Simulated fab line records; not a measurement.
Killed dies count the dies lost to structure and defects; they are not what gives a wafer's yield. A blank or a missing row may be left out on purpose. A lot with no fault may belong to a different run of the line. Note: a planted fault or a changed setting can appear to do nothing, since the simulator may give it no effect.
Matching of chambers    flow n5-finfet    3 sister chambers for N5_BEOL_M0_CVD_115 on cvd-co-02
The step deposits Co from CCTBA/H2, time 120 s. 14 wafers are shown with their chamber, then 6 later ones without.

== WAFERS, EACH WITH ITS CHAMBER ==
wafer   chamber  run-length-s (s)
L167.2  2        143.0
L167.3  1        142.7
L167.4  1        142.6
L170.2  2        143.0
L170.4  0        143.7
L170.5  1        143.4
L169.2  1        143.7
L169.3  2        143.4
L169.5  2        143.2
L171.2  1        143.1
L171.5  0        143.5
L171.6  1        142.7
L178.4  2        143.4
L178.6  1        143.0

SIGNATURES, as means of the wafers listed above
reading       chamber 0  chamber 1  chamber 2  scatter within a chamber
run-length-s  143.600    143.029    143.200    0.327
Rule: for a wafer and a chamber, the distance is found by dividing, reading by reading, the gap between the wafer's reading and the chamber's mean by the reading's scatter, squaring, summing and taking the root. If the next closest chamber is less than 2 further off than the closest, the wafer can't be placed; otherwise it belongs to the closest. How the scatter is found: for the shown wafers, subtract from each reading the mean of its chamber, square and add these, divide the total by (wafers less chambers), then take the root.

== WAFERS WITHOUT THEIR CHAMBER ==
wafer   run-length-s (s)
L182.1  142.6
L182.2  143.0
L182.3  143.9
L184.2  142.8
L186.5  143.2
L188.2  143.1

== THE CHAMBER EACH PASSED THROUGH ==
wafer   from the rows above           in truth
L182.1  can't be placed: 1 or 2 or 0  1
L182.2  can't be placed: 1 or 2 or 0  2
L182.3  can't be placed: 0 or 2 or 1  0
L184.2  can't be placed: 1 or 2 or 0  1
L186.5  can't be placed: 2 or 1 or 0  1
L188.2  can't be placed: 1 or 2 or 0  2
Correctly placed: 0 of 6. From these rows, 6 cannot be placed; in 6 the true chamber is one of the candidates. Wrongly placed: 0.
